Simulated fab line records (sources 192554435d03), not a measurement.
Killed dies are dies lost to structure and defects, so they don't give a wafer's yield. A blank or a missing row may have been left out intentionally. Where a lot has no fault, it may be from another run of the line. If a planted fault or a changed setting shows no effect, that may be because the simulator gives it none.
fab line records -- flow n5_finfet
record: lots: 6, wafers: 18, last_day: 17
route steps=1938 shown MOL_CONTACT_COAG@526 PASSIVATION@1936
lots that met no fault: taken from a fault-free run of the same line
start_h: start of the lot's first displayed wafer, in hours after the record's first day -- wait_h: hours from the lot's prior step to this one -- " unchanged from the row above -- L1.1+2: a row that stands for several wafers -- - either no value or no given start -- * or withheld: withheld -- < > ~ a bound
route shown NAME@n: a module of which the file shows steps, and the number in the route of the first -- usual: mean and standard deviation over wafers with no fault -- same: alike in all rows -- chamber/n: place in a boat -- sites: per-site readings -- _std_site: the standard deviation of these -- _edge_site: the outer-site mean with the inner-site mean subtracted -- radius_mm: for every site, how far away it sits from the centre of the wafer -- mask NAME#n: copy n -- behind: the most recent tool/chamber to have shaped the wafer -- hold: why the lot went on hold/how many hours it stayed there/how the hold came to an end -- device: transistor that didn't switch, given as n, p or np -- end of line: the tests these same wafers got at the end of their route -- for a step that has no rows: nothing shown but its recipe -- killed: dies lost to structure and defects at the first sort, not the wafer's yield -- map: per-die view of a wafer (x killed, . not killed, _ where there is no die)
set.NAME: setting as actually run; set.NAME@STEP: the setting as run at that earlier step -- model.NAME: the simulator's own value behind a step, which no gauge read
lots at selected steps of the route; one table per step, one row per wafer
services: the hour from which a tool's chamber was out of use, counted from the record's first day as start_h (under 0 if before that day), plus the number of hours and why
== steps ==
step: N5_MOL_CONTACT_COAG_CD_MEAS_08
recipe: target_cd_nm: 28, landing_energy_ev: 500, detector: se_inlens, polarity: opening
usual: cd_nm: 27.89/0.25
lot.wafer,tool,chamber,start_h,wait_h,cd_nm
L650.1,cd_sem-02,0,113.90,-,28.16
L650.4,cd_sem-02,0,113.90,-,28.04
L650.5,cd_sem-02,0,113.90,-,27.81
L655.1,cd_sem-03,0,142.87,-,28.05
L655.3,cd_sem-03,0,142.87,-,27.99
L655.5,cd_sem-03,0,142.87,-,27.83
L656.3,cd_sem-02,0,147.05,-,27.97
L656.4,cd_sem-02,0,147.05,-,27.55
L656.5,cd_sem-02,0,147.05,-,27.61
L657.2,cd_sem-02,0,162.80,-,27.55
L657.3,cd_sem-02,0,162.80,-,27.20
L657.4,cd_sem-02,0,162.80,-,27.89
L664.1,cd_sem-01,0,198.40,-,27.64
L664.3,cd_sem-01,0,198.40,-,28.09
L664.5,cd_sem-01,0,198.40,-,27.76
L669.4,cd_sem-02,0,228.43,-,27.97
L669.5,cd_sem-02,0,228.43,-,28.06
L669.6,cd_sem-02,0,228.43,-,28.02
step: N5_MOL_CONTACT_COAG_OVL_MEAS_09
recipe: points_per_wafer: 522
usual: CA_OVL: 0.3/0.75
lot.wafer,tool,chamber,start_h,wait_h,CA_OVL[nm]
L650.1,overlay-01,0,113.93,0.0,0.9
L650.4,overlay-01,0,113.93,0.0,0.6
L650.5,overlay-01,0,113.93,0.0,0.7
L655.1,overlay-02,0,142.90,0.0,0.3
L655.3,overlay-02,0,142.90,0.0,0.6
L655.5,overlay-02,0,142.90,0.0,0.4
L656.3,overlay-02,0,147.09,0.0,2.2
L656.4,overlay-02,0,147.09,0.0,1.0
L656.5,overlay-02,0,147.09,0.0,0.4
L657.2,overlay-02,0,162.84,0.0,0.8
L657.3,overlay-02,0,162.84,0.0,1.1
L657.4,overlay-02,0,162.84,0.0,0.5
L664.1,overlay-02,0,198.43,0.0,0.0
L664.3,overlay-02,0,198.43,0.0,-0.3
L664.5,overlay-02,0,198.43,0.0,-0.7
L669.4,overlay-02,0,228.48,0.0,-0.6
L669.5,overlay-02,0,228.48,0.0,0.0
L669.6,overlay-02,0,228.48,0.0,-0.5
step: N5_MOL_CONTACT_COAG_INSPECT_10
recipe: mode: adi, inspect_instrument: brightfield
usual: raw_defect_count: 72/28
lot.wafer,tool,chamber,start_h,wait_h,raw_defect_count
L650.1,defect_inspect-01,-,113.99,0.1,127
L650.4,defect_inspect-01,-,113.99,0.1,216
L650.5,defect_inspect-01,-,113.99,0.1,77
L655.1,defect_inspect-01,-,142.95,0.1,79
L655.3,defect_inspect-01,-,142.95,0.1,128
L655.5,defect_inspect-01,-,142.95,0.1,98
L656.3,defect_inspect-01,-,147.14,0.0,63
L656.4,defect_inspect-01,-,147.14,0.0,40
L656.5,defect_inspect-01,-,147.14,0.0,59
L657.2,defect_inspect-02,-,162.89,0.0,107
L657.3,defect_inspect-02,-,162.89,0.0,87
L657.4,defect_inspect-02,-,162.89,0.0,56
L664.1,defect_inspect-02,-,198.49,0.1,68
L664.3,defect_inspect-02,-,198.49,0.1,38
L664.5,defect_inspect-02,-,198.49,0.1,55
L669.4,defect_inspect-01,-,228.52,0.0,51
L669.5,defect_inspect-01,-,228.52,0.0,64
L669.6,defect_inspect-01,-,228.52,0.0,44
step: N5_MOL_CONTACT_COAG_DESCUM_13
recipe: chemistry: O2, time_s: 7, source_power_w: 50, bias_power_w: 20, pressure_mtorr: 20, rf_frequency_hz: 2.712e+07, temp_c: 40, resist: CAR-EUV, o2_flow_sccm: 225
step: N5_MOL_CONTACT_COAG_ETCH_59
recipe: chemistry: N2/H2, target: underlayer, target_depth_a: 130, mask_material: CAR-EUV, time_s: 10.4, ion_energy_ev: 200, pressure_mtorr: 30, source_w: 840, bias_w: 150, n2_flow_sccm: 200, h2_flow_sccm: 200, ends: cleared
usual: drypump_motor_current_A: 5.9/0.48, etch_rf_on_time_s: 10.47/0.24, oes_product_au: 0.63/0.065, rf_fwd_power_W: 819.5/2.3, rf_vpp_V: 523.2/2.3, showerhead_plenum_p_Torr: 2.52/0.074, throttle_valve_pct: 17.84/0.27
lot.wafer,tool,chamber,start_h,wait_h,drypump_motor_current_A,etch_rf_on_time_s,oes_product_au,rf_fwd_power_W,rf_hours_counter_h,rf_vpp_V,showerhead_plenum_p_Torr,throttle_valve_pct
L650.1,rie_diel-05,2,114.06,0.0,6.0,10.61,0.60,821.6,223,520.1,2.42,18.11
L650.4,rie_diel-05,0,114.06,0.0,5.9,10.61,0.60,820.8,218,520.6,2.42,17.81
L650.5,rie_diel-05,2,114.06,0.0,6.0,10.68,0.59,816.8,-,520.4,2.42,18.12
L655.1,rie_diel-05,1,143.02,0.0,5.0,10.62,0.61,818.0,181,522.0,2.53,17.71
L655.3,rie_diel-05,3,143.02,0.0,6.2,10.82,0.59,821.9,218,525.5,2.61,17.58
L655.5,rie_diel-05,3,143.02,0.0,6.1,10.64,0.59,820.1,-,526.5,2.61,17.60
L656.3,rie_diel-05,1,147.33,0.0,5.0,10.52,0.62,821.5,182,522.7,2.53,17.70
L656.4,rie_diel-05,2,147.33,0.0,6.0,10.47,0.60,817.0,232,519.9,2.41,18.15
L656.5,rie_diel-05,1,147.33,0.0,5.0,10.54,0.61,820.0,-,524.0,2.53,17.72
L657.2,rie_diel-03,1,162.96,0.0,6.6,10.06,0.74,819.4,51,523.3,2.49,17.54
L657.3,rie_diel-03,0,162.96,0.0,5.3,10.74,0.62,819.4,182,523.4,2.51,17.84
L657.4,rie_diel-03,3,162.96,0.0,5.5,10.27,0.77,819.2,33,522.0,2.50,17.81
L664.1,rie_diel-04,1,198.70,0.0,6.1,10.33,0.59,818.8,240,527.1,2.61,17.70
L664.3,rie_diel-04,2,198.70,0.0,6.4,10.54,0.59,817.4,224,522.9,2.52,18.20
L664.5,rie_diel-04,2,198.70,0.0,6.4,10.39,0.60,819.5,-,523.8,2.52,18.20
L669.4,rie_diel-03,1,228.59,0.0,6.6,10.15,0.72,818.4,77,520.9,2.48,17.60
L669.5,rie_diel-03,3,228.59,0.0,5.5,10.36,0.72,821.9,-,522.7,2.49,17.86
L669.6,rie_diel-03,2,228.59,0.0,6.0,10.60,0.60,816.6,-,524.9,2.61,18.46
step: N5_MOL_CONTACT_COAG_ETCH_105
recipe: chemistry: CF4, target: SiARC, target_depth_a: 156, mask_material: CAR-EUV, time_s: 26, ion_energy_ev: 80, pressure_mtorr: 40, source_w: 545, bias_w: 36, Ar_flow_sccm: 100, cf4_flow_sccm: 100, ends: cleared
usual: drypump_motor_current_A: 5.9/0.48, etch_rf_on_time_s: 26.0/0.57, mfc_ar_sccm: 100.03/0.29, oes_product_au: 0.64/0.063, rf_fwd_power_W: 531.7/2, rf_vpp_V: 183.8/1.2, showerhead_plenum_p_Torr: 2.12/0.061, throttle_valve_pct: 15.60/0.23
lot.wafer,tool,chamber,start_h,wait_h,drypump_motor_current_A,etch_rf_on_time_s,mfc_ar_sccm,oes_product_au,rf_fwd_power_W,rf_hours_counter_h,rf_vpp_V,showerhead_plenum_p_Torr,throttle_valve_pct
L650.1,rie_diel-05,2,114.08,0.0,5.9,25.9,100.06,0.60,533.3,223,182.4,2.04,15.80
L650.4,rie_diel-05,0,114.08,0.0,5.8,26.3,99.90,0.59,531.1,218,182.0,2.03,15.52
L650.5,rie_diel-05,2,114.08,0.0,5.9,25.8,99.74,0.60,533.0,-,182.7,2.04,15.80
L655.1,rie_diel-05,1,143.04,0.0,5.0,26.5,100.14,0.62,529.6,181,183.4,2.13,15.46
L655.3,rie_diel-05,3,143.04,0.0,6.2,26.6,100.16,0.60,528.3,218,185.4,2.20,15.46
L655.5,rie_diel-05,3,143.04,0.0,6.2,26.3,100.29,0.60,531.1,-,185.2,2.20,15.44
L656.3,rie_diel-05,1,147.35,0.0,5.0,26.4,99.67,0.62,531.8,182,183.8,2.13,15.47
L656.4,rie_diel-05,2,147.35,0.0,5.9,25.8,99.80,0.60,533.2,232,182.6,2.03,15.82
L656.5,rie_diel-05,1,147.35,0.0,5.0,26.2,99.78,0.62,532.6,-,184.3,2.13,15.47
L657.2,rie_diel-03,1,162.98,0.0,6.6,24.8,99.97,0.75,533.4,51,183.0,2.10,15.30
L657.3,rie_diel-03,0,162.98,0.0,5.4,25.6,100.02,0.62,528.9,182,184.9,2.14,15.69
L657.4,rie_diel-03,3,162.98,0.0,5.5,25.3,100.17,0.77,531.6,33,184.0,2.12,15.62
L664.1,rie_diel-04,1,198.72,0.0,6.1,25.4,100.47,0.59,531.6,240,185.0,2.18,15.47
L664.3,rie_diel-04,2,198.72,0.0,6.4,25.8,100.05,0.60,530.5,224,184.0,2.11,15.95
L664.5,rie_diel-04,2,198.72,0.0,6.4,26.0,100.00,0.60,531.6,-,184.2,2.11,15.95
L669.4,rie_diel-03,1,228.61,0.0,6.6,24.8,99.78,0.73,531.4,77,184.1,2.09,15.35
L669.5,rie_diel-03,3,228.61,0.0,5.5,25.5,100.06,0.73,530.2,-,182.7,2.11,15.66
L669.6,rie_diel-03,2,228.61,0.0,6.0,26.4,99.84,0.59,527.9,-,185.0,2.19,16.13
step: N5_MOL_CONTACT_COAG_ETCH_106
recipe: chemistry: N2/H2, target: SOC, target_depth_a: 800, overetch_a: 160, mask_material: SiARC, temp_c: 40, time_s: 120, ion_energy_ev: 200, pressure_mtorr: 30, source_w: 840, bias_w: 150, n2_flow_sccm: 200, h2_flow_sccm: 200
usual: drypump_motor_current_A: 5.9/0.48, oes_product_au: 0.67/0.06, rf_fwd_power_W: 834.8/2.8, rf_vpp_V: 523.2/2.3, showerhead_plenum_p_Torr: 2.52/0.074, throttle_valve_pct: 17.82/0.27
lot.wafer,tool,chamber,start_h,wait_h,drypump_motor_current_A,oes_product_au,rf_fwd_power_W,rf_hours_counter_h,rf_vpp_V,showerhead_plenum_p_Torr,throttle_valve_pct
L650.1,rie_diel-05,2,114.11,0.0,6.0,0.63,831.7,223,520.7,2.42,18.09
L650.4,rie_diel-05,0,114.11,0.0,5.8,0.63,835.6,218,520.0,2.42,17.79
L650.5,rie_diel-05,2,114.11,0.0,6.0,0.64,830.5,-,521.2,2.42,18.08
L655.1,rie_diel-05,1,143.07,0.0,5.0,0.65,834.4,181,525.0,2.53,17.69
L655.3,rie_diel-05,3,143.07,0.0,6.2,0.64,832.5,218,525.8,2.61,17.56
L655.5,rie_diel-05,3,143.07,0.0,6.2,0.64,833.1,-,526.1,2.61,17.56
L656.3,rie_diel-05,1,147.38,0.0,5.0,0.65,834.3,182,524.1,2.53,17.69
L656.4,rie_diel-05,2,147.38,0.0,5.9,0.62,831.7,232,520.2,2.41,18.11
L656.5,rie_diel-05,1,147.38,0.0,5.0,0.65,832.5,-,523.7,2.53,17.71
L657.2,rie_diel-03,1,163.01,0.0,6.6,0.77,834.9,51,521.4,2.49,17.52
L657.3,rie_diel-03,0,163.01,0.0,5.4,0.66,838.6,182,522.9,2.51,17.81
L657.4,rie_diel-03,3,163.01,0.0,5.5,0.80,837.4,33,521.4,2.50,17.78
L664.1,rie_diel-04,1,198.75,0.0,6.1,0.61,834.7,240,524.0,2.61,17.64
L664.3,rie_diel-04,2,198.75,0.0,6.4,0.62,833.7,224,522.7,2.52,18.17
L664.5,rie_diel-04,2,198.75,0.0,6.4,0.63,830.2,-,523.3,2.52,18.17
L669.4,rie_diel-03,1,228.63,0.0,6.6,0.74,832.1,77,521.9,2.48,17.56
L669.5,rie_diel-03,3,228.63,0.0,5.5,0.76,839.2,-,522.0,2.49,17.82
L669.6,rie_diel-03,2,228.63,0.0,6.0,0.63,834.2,-,525.1,2.61,18.44
step: N5_MOL_CONTACT_COAG_STRIP_107
recipe: chemistry: N2/H2, temp_c: 40, n2_flow_sccm: 200, h2_flow_sccm: 200, rf_frequency_hz: 6e+07
step: N5_MOL_CONTACT_COAG_STRIP_108
recipe: chemistry: N2/H2, temp_c: 40, n2_flow_sccm: 200, h2_flow_sccm: 200, rf_frequency_hz: 6e+07
step: N5_MOL_CONTACT_COAG_CONTACT_ETCH_14
recipe: chemistry: C4F6/O2, target: SiO2, target_depth_a: 275, overetch_a: 85, mask_material: SOC, pressure_mtorr: 30, source_w: 370, bias_w: 185, Ar_flow_sccm: 300, C4F6_flow_sccm: 16, O2_flow_sccm: 10, time_s: 20, ion_energy_ev: 259.6
usual: drypump_motor_current_A: 5.9/0.48, mfc_ar_sccm: 300.0/0.94, oes_f_703_au: 0.75/0.066, oes_o_777_au: 0.75/0.065, oes_product_au: 0.64/0.058, rf_fwd_power_W: 362.9/2, rf_vpp_V: 691.6/3, showerhead_plenum_p_Torr: 2.85/0.087, throttle_valve_pct: 21.21/0.25
lot.wafer,tool,chamber,start_h,wait_h,drypump_motor_current_A,mfc_ar_sccm,oes_f_703_au,oes_o_777_au,oes_product_au,rf_fwd_power_W,rf_hours_counter_h,rf_vpp_V,showerhead_plenum_p_Torr,throttle_valve_pct
L650.1,rie_diel-05,2,114.21,0.0,5.9,300.1,0.73,0.72,0.59,359.2,223,688.6,2.73,21.33
L650.4,rie_diel-05,0,114.21,0.0,5.9,300.8,0.71,0.70,0.59,366.8,218,687.7,2.72,21.05
L650.5,rie_diel-05,2,114.21,0.0,6.0,300.7,0.72,0.72,0.60,359.2,-,688.1,2.73,21.34
L655.1,rie_diel-05,1,143.17,0.0,5.0,299.7,0.72,0.73,0.62,362.3,181,691.5,2.86,21.05
L655.3,rie_diel-05,3,143.17,0.0,6.1,300.4,0.71,0.70,0.61,361.9,218,696.3,2.96,21.03
L655.5,rie_diel-05,3,143.17,0.0,6.2,300.3,0.71,0.70,0.60,361.4,-,696.0,2.96,21.03
L656.3,rie_diel-05,1,147.48,0.0,5.0,300.9,0.72,0.72,0.62,362.3,183,692.3,2.86,21.04
L656.4,rie_diel-05,2,147.48,0.0,5.9,300.9,0.72,0.71,0.59,362.3,232,686.3,2.72,21.36
L656.5,rie_diel-05,1,147.48,0.0,5.0,300.2,0.73,0.72,0.62,361.0,-,692.8,2.86,21.02
L657.2,rie_diel-03,1,163.11,0.0,6.6,299.7,0.90,0.88,0.74,361.7,51,689.3,2.82,20.95
L657.3,rie_diel-03,0,163.11,0.0,5.3,299.2,0.71,0.72,0.62,363.0,182,691.2,2.88,21.36
L657.4,rie_diel-03,3,163.11,0.0,5.5,298.8,0.88,0.88,0.76,362.4,33,691.7,2.84,21.33
L664.1,rie_diel-04,1,198.85,0.0,6.1,299.3,0.71,0.71,0.59,363.7,240,694.9,2.94,21.03
L664.3,rie_diel-04,2,198.85,0.0,6.4,300.4,0.71,0.70,0.59,363.6,224,691.2,2.83,21.47
L664.5,rie_diel-04,2,198.85,0.0,6.4,298.7,0.71,0.69,0.59,362.7,-,691.3,2.83,21.47
L669.4,rie_diel-03,1,228.73,0.0,6.6,300.4,0.86,0.84,0.71,361.4,78,688.6,2.81,20.99
L669.5,rie_diel-03,3,228.73,0.0,5.5,300.7,0.83,0.84,0.72,362.7,-,690.3,2.83,21.36
L669.6,rie_diel-03,2,228.73,0.0,6.0,300.5,0.70,0.70,0.60,366.7,-,695.6,2.96,21.83
step: N5_MOL_CONTACT_COAG_STRIP_109
recipe: chemistry: C4F6/O2, resist: SiARC, rf_frequency_hz: 6e+07
step: N5_MOL_CONTACT_COAG_ETCH_15
recipe: chemistry: CH3F/O2, target: SiNx, target_depth_a: 70, mask_material: SOC, stop_on: Si:P, over_etch_frac: 0.75, ion_energy_ev: 120, pressure_mtorr: 30, source_w: 395, bias_w: 73, Ar_flow_sccm: 150, CH3F_flow_sccm: 30, O2_flow_sccm: 20
step: N5_MOL_CONTACT_COAG_ETCH_110
recipe: chemistry: CF4/O2, target: Si, target_depth_a: 25, time_s: 8, pressure_mtorr: 100, source_w: 200, bias_w: 12, ion_energy_ev: 60, Ar_flow_sccm: 100, cf4_flow_sccm: 100, O2_flow_sccm: 10
usual: drypump_motor_current_A: 5.9/0.47, mfc_ar_sccm: 100.0/0.31, oes_f_703_au: 0.75/0.066, oes_o_777_au: 0.75/0.062, oes_product_au: 0.74/0.075, rf_fwd_power_W: 198.1/0.69, rf_vpp_V: 126.0/2.4, showerhead_plenum_p_Torr: 2.20/0.063, throttle_valve_pct: 10.80/0.24
lot.wafer,tool,chamber,start_h,wait_h,drypump_motor_current_A,mfc_ar_sccm,oes_f_703_au,oes_o_777_au,oes_product_au,rf_fwd_power_W,rf_hours_counter_h,rf_vpp_V,showerhead_plenum_p_Torr,throttle_valve_pct,model.etch.depth_nm
L650.1,rie_diel-05,2,114.30,0.0,5.9,100.1,0.72,0.72,0.71,196.5,223,124.2,2.12,11.03,2.479
L650.4,rie_diel-05,0,114.30,0.0,5.9,99.9,0.72,0.72,0.69,199.0,218,124.7,2.11,10.79,2.445
L650.5,rie_diel-05,2,114.30,0.0,5.9,100.1,0.72,0.72,0.70,197.3,-,125.1,2.12,11.02,2.483
L655.1,rie_diel-05,1,143.27,0.0,5.0,99.8,0.98,0.88,0.80,244.9,181,109.8,2.22,10.69,2.942
L655.3,rie_diel-05,3,143.27,0.0,6.2,100.3,0.71,0.70,0.70,198.9,218,124.1,2.29,10.72,2.436
L655.5,rie_diel-05,3,143.27,0.0,6.1,99.9,0.71,0.70,0.70,199.2,-,123.6,2.29,10.72,2.455
L656.3,rie_diel-05,1,147.57,0.0,5.0,100.0,0.99,0.87,0.80,245.3,183,109.8,2.21,10.71,2.942
L656.4,rie_diel-05,2,147.57,0.0,6.0,100.0,0.72,0.71,0.70,197.3,232,124.8,2.11,11.03,2.511
L656.5,rie_diel-05,1,147.57,0.0,5.0,100.6,0.99,0.87,0.81,246.3,-,108.3,2.22,10.72,2.967
L657.2,rie_diel-03,1,163.20,0.0,6.6,100.2,0.91,0.87,0.87,197.4,51,124.5,2.18,10.40,2.59
L657.3,rie_diel-03,0,163.20,0.0,5.3,99.9,0.72,0.73,0.73,198.3,182,127.0,2.22,10.88,2.477
L657.4,rie_diel-03,3,163.20,0.0,5.5,99.7,0.86,0.86,0.89,198.5,33,129.6,2.20,10.61,2.522
L664.1,rie_diel-04,1,198.95,0.0,6.1,100.1,0.71,0.71,0.70,198.6,240,126.8,2.27,10.80,2.548
L664.3,rie_diel-04,2,198.95,0.0,6.3,100.2,0.71,0.68,0.70,197.7,224,125.8,2.19,11.16,2.506
L664.5,rie_diel-04,2,198.95,0.0,6.3,100.4,0.70,0.69,0.70,197.8,-,125.5,2.19,11.15,2.477
L669.4,rie_diel-03,1,228.83,0.0,6.6,100.6,0.86,0.84,0.84,199.1,78,125.9,2.17,10.47,2.57
L669.5,rie_diel-03,3,228.83,0.0,5.5,99.7,0.83,0.82,0.86,197.8,-,128.6,2.19,10.69,2.527
L669.6,rie_diel-03,2,228.83,0.0,6.0,99.5,0.71,0.71,0.69,197.8,-,128.5,2.27,11.34,2.421
step: N5_MOL_CONTACT_COAG_STRIP_98
recipe: chemistry: N2/H2, power_w: 500, temp_c: 40, pressure_mtorr: 50, rf_frequency_hz: 6e+07, overash_fraction: 0.3, bias_power_w: 8, h2_frac: 0.5, n2_flow_sccm: 300, h2_flow_sccm: 300
usual: drypump_motor_current_A: 5.9/0.48, oes_product_au: 0.75/0.075, rf_vpp_V: 54.1/1.4, showerhead_plenum_p_Torr: 3.33/0.094, throttle_valve_pct: 19.0/0.34
lot.wafer,tool,chamber,start_h,wait_h,drypump_motor_current_A,oes_product_au,rf_hours_counter_h,rf_vpp_V,showerhead_plenum_p_Torr,throttle_valve_pct
L650.1,rie_diel-05,2,114.35,0.0,6.0,0.69,223,52.5,3.20,19.3
L650.4,rie_diel-05,0,114.35,0.0,5.9,0.68,218,53.5,3.21,18.9
L650.5,rie_diel-05,2,114.35,0.0,5.9,0.70,-,52.2,3.20,19.3
L655.1,rie_diel-05,1,143.32,0.0,5.0,0.72,181,52.5,3.35,18.9
L655.3,rie_diel-05,3,143.32,0.0,6.1,0.71,218,52.9,3.44,18.5
L655.5,rie_diel-05,3,143.32,0.0,6.2,0.71,-,57.1,3.44,18.5
L656.3,rie_diel-05,1,147.62,0.0,5.0,0.72,183,52.4,3.35,18.9
L656.4,rie_diel-05,2,147.62,0.0,6.0,0.68,232,52.6,3.19,19.3
L656.5,rie_diel-05,1,147.62,0.0,5.0,0.72,-,54.2,3.35,19.0
L657.2,rie_diel-03,1,163.25,0.0,6.6,0.87,51,54.0,3.29,18.6
L657.3,rie_diel-03,0,163.25,0.0,5.4,0.73,182,52.7,3.32,19.0
L657.4,rie_diel-03,3,163.25,0.0,5.5,0.91,33,56.3,3.30,18.8
L664.1,rie_diel-04,1,199.00,0.0,6.1,0.67,241,55.5,3.45,18.7
L664.3,rie_diel-04,2,199.00,0.0,6.4,0.70,224,56.5,3.33,19.1
L664.5,rie_diel-04,2,199.00,0.0,6.4,0.70,-,52.0,3.33,19.1
L669.4,rie_diel-03,1,228.88,0.0,6.6,0.84,78,51.6,3.28,18.7
L669.5,rie_diel-03,3,228.88,0.0,5.5,0.85,-,52.7,3.29,18.8
L669.6,rie_diel-03,2,228.88,0.0,6.0,0.70,-,56.4,3.44,19.8
step: N5_PASSIVATION_PROBE_49
usual: killed_at_M0_to_M3: 34/11, killed_at_M4_up: 14/5.7, killed_at_contacts: 14/6.9, killed_at_front_end: 40/11, killed_at_other: 4/3.1, killed_dies: 105/17, killed_open: 70/13, killed_short: 34/7.6
same: gross_dies: 1180, killed_at_back_side: 0
lot.wafer,tool,chamber,start_h,wait_h,killed_at_M0_to_M3,killed_at_M4_up,killed_at_contacts,killed_at_front_end,killed_at_other,killed_dies,killed_open,killed_short
L656.3,prober-01,-,329.27,0.1,23,9,8,22,3,65,40,23
L656.4,prober-01,-,329.32,0.2,24,14,16,29,3,86,60,25
L656.5,prober-01,-,329.37,0.2,35,6,16,26,1,84,60,22
L657.3,prober-01,-,343.59,0.1,34,11,23,22,6,96,59,35
killed by level:class
L656.3 BEOL_M0_SAQP:geometric_particle:short=8 MOL_CONTACT_COAG:geometric_particle:open=7 STI_FIN_REVEAL:geometric_particle:open=6 BEOL_M3:geometric_particle:open=4 FIN_SAQP:geometric_particle:open=3 BEOL_M0_SAQP:geometric_particle:open=3 BEOL_M0:geometric_particle:open=3 BEOL_M5:geometric_particle:open=3
L656.4 STI_FIN_REVEAL:geometric_particle:open=10 MOL_CONTACT_COAG:geometric_particle:open=10 MOL_CONTACT_COAG:geometric_particle:short=6 BEOL_M2:geometric_particle:open=6 BEOL_M0_SAQP:geometric_particle:short=5 BEOL_M3:geometric_particle:open=5 FIN_SAQP:geometric_particle:open=4 GATE_CUT:geometric_particle:open=3
L656.5 MOL_CONTACT_COAG:geometric_particle:open=12 STI_FIN_REVEAL:geometric_particle:open=10 BEOL_M2:geometric_particle:open=9 BEOL_M3:geometric_particle:open=9 BEOL_M0_SAQP:geometric_particle:short=5 BEOL_M0:geometric_particle:open=5 MOL_CONTACT_COAG:geometric_particle:short=4 GATE_CUT:geometric_particle:short=3
L657.3 MOL_CONTACT_COAG:geometric_particle:open=18 BEOL_M0_SAQP:geometric_particle:short=9 BEOL_M3:geometric_particle:open=8 BEOL_M4:geometric_particle:open=8 BEOL_M0_SAQP:geometric_particle:open=7 GATE_CUT:geometric_particle:short=6 FIN_SAQP:geometric_particle:short=5 MOL_CONTACT_COAG:geometric_particle:short=5
== services ==
tool,chamber,start_h,hours,kind
rie_diel-03,-,95.44,6.3,repair
rie_diel-04,1,111.29,4.4,repair
rie_diel-04,0,137.60,42.6,repair
rie_diel-05,-,172.74,15.6,pm
rie_diel-05,2,209.68,-,clean
rie_diel-05,2,209.68,-,consumable_replace:focus_ring
rie_diel-05,2,209.68,-,consumable_replace:showerhead
rie_diel-05,2,209.68,16.3,scheduled_down
rie_diel-05,2,209.68,16.3,vent_cycle
rie_diel-04,-,223.43,2.3,repair
rie_diel-05,0,226.02,-,clean
rie_diel-05,0,226.02,-,consumable_replace:focus_ring
rie_diel-05,0,226.02,-,consumable_replace:showerhead
rie_diel-05,0,226.02,38.8,scheduled_down
rie_diel-05,0,226.02,38.8,vent_cycle
== key ==
first_sign: step: N5_MOL_CONTACT_COAG_ETCH_110, reading: rf_fwd_power_W, direction: up, sigmas: 69, usual: *, struck: *
effect: step: N5_MOL_CONTACT_COAG_ETCH_110, reading: rf_vpp_V, direction: down, sigmas: 7, usual: 126.0, struck: 109.3
model_effect: step: N5_MOL_CONTACT_COAG_ETCH_110, value: etch.depth_nm, without: 2.453, struck: 2.95
met_at N5_MOL_CONTACT_COAG_ETCH_110
struck_wafers L655.1,L656.3,L656.5
tester_left_out L655,L656
fault: kind: process_parameter_drift, tool: rie_diel-05, chamber: 1, onset_h: 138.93, steps: N5_MOL_CONTACT_COAG_ETCH_110, channel: source_w, offset: 48, shape: step, end_h: 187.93, acts_in: these_recipes_only, stated: 200
tester_left_out: of these lots the tester's yield and bins aren't shown, on N5 and GAA mostly nor the transistor test; their killed dies are dies lost to structure and defects alone, not to doping, threshold or leakage, so they don't give the yield
